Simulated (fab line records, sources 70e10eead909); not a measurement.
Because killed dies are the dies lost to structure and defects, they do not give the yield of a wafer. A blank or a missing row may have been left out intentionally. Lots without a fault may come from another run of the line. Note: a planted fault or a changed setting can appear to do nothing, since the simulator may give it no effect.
Matching of chambers + flow nand-harc + NHARC_A_STAIRCASE_ALD_420 on ald-hk-03 has 4 sister chambers
The step deposits SiO2, target thk 20 nm, pulse time 6 s, ald cycles 200. 22 wafers are shown with their chamber, then 11 later ones without.

## WAFERS PAIRED WITH THEIR CHAMBERS
| wafer  | chamber | heater-power-w (W) | precursor-pulse-height-rel |
|--------|---------|--------------------|----------------------------|
| L074.1 | 2       | 495                | 1.014                      |
| L074.3 | 1       | 448                | 0.991                      |
| L074.5 | 1       | 445                | 1.013                      |
| L075.1 | 1       | 449                | 0.984                      |
| L075.4 | 0       | 453                | 1.038                      |
| L075.5 | 1       | 440                | 1.004                      |
| L078.1 | 0       | 460                | 1.016                      |
| L078.3 | 3       | 492                | 1.028                      |
| L078.6 | 2       | 492                | 0.967                      |
| L080.1 | 1       | 437                | 1.010                      |
| L080.2 | 3       | 495                | 0.978                      |
| L080.3 | 2       | 489                | 1.001                      |
| L080.4 | 0       | 450                | 0.980                      |
| L080.5 | 3       | 489                | 1.001                      |
| L080.6 | 2       | 498                | 0.990                      |
| L082.2 | 1       | 452                | 0.986                      |
| L082.5 | 2       | 497                | 1.006                      |
| L082.6 | 3       | 478                | 0.974                      |
| L086.1 | 0       | 457                | 0.973                      |
| L086.3 | 2       | 504                | 1.024                      |
| L086.4 | 3       | 494                | 1.002                      |
| L088.1 | 2       | 499                | 1.041                      |

SIGNATURES (averages over the wafers above)
| reading                    | chamber 0 | chamber 1 | chamber 2 | chamber 3 | scatter within a chamber |
|----------------------------|-----------|-----------|-----------|-----------|--------------------------|
| heater-power-w             | 455.00    | 445.17    | 496.29    | 489.60    | 5.55                     |
| precursor-pulse-height-rel | 1.00175   | 0.99800   | 1.00614   | 0.99660   | 0.0223                   |
Rule: for a wafer and a chamber, the distance is found by dividing, reading by reading, the gap between the wafer's reading and the chamber's mean by the reading's scatter, squaring, summing and taking the root. If the next closest chamber is less than 2 further off than the closest, the wafer can't be placed; otherwise it belongs to the closest. The scatter: take each reading less its chamber's mean, square it, sum over the shown wafers, divide by the number of wafers less the number of chambers, and take the root.

## WAFERS MISSING THEIR CHAMBER
| wafer  | heater-power-w (W) | precursor-pulse-height-rel |
|--------|--------------------|----------------------------|
| L088.4 | 483                | 1.010                      |
| L088.5 | 480                | 1.007                      |
| L087.2 | 431                | 0.991                      |
| L087.3 | 498                | 1.014                      |
| L087.5 | 479                | 1.020                      |
| L093.3 | 450                | 1.028                      |
| L093.4 | 483                | 1.025                      |
| L093.6 | 487                | 0.985                      |
| L094.2 | 477                | 0.986                      |
| L094.5 | 455                | 0.993                      |
| L094.6 | 424                | 0.976                      |

## THE CHAMBER EACH PASSED THROUGH
| wafer  | from the rows above          | in truth |
|--------|------------------------------|----------|
| L088.4 | can't be placed: 3 or 2      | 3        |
| L088.5 | can't be placed: 3 or 2      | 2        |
| L087.2 | can't be placed: 1 or 0      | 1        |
| L087.3 | can't be placed: 2 or 3      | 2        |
| L087.5 | can't be placed: 3 or 2      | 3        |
| L093.3 | can't be placed: 0 or 1      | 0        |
| L093.4 | can't be placed: 3 or 2      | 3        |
| L093.6 | can't be placed: 3 or 2      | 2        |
| L094.2 | can't be placed: 3 or 2 or 0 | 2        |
| L094.5 | can't be placed: 0 or 1      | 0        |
| L094.6 | can't be placed: 1 or 0      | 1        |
Correct placement for 0 of the 11. Unplaceable from these rows: 11, with the true chamber sitting among the candidates in 11. Placed wrongly: 0.
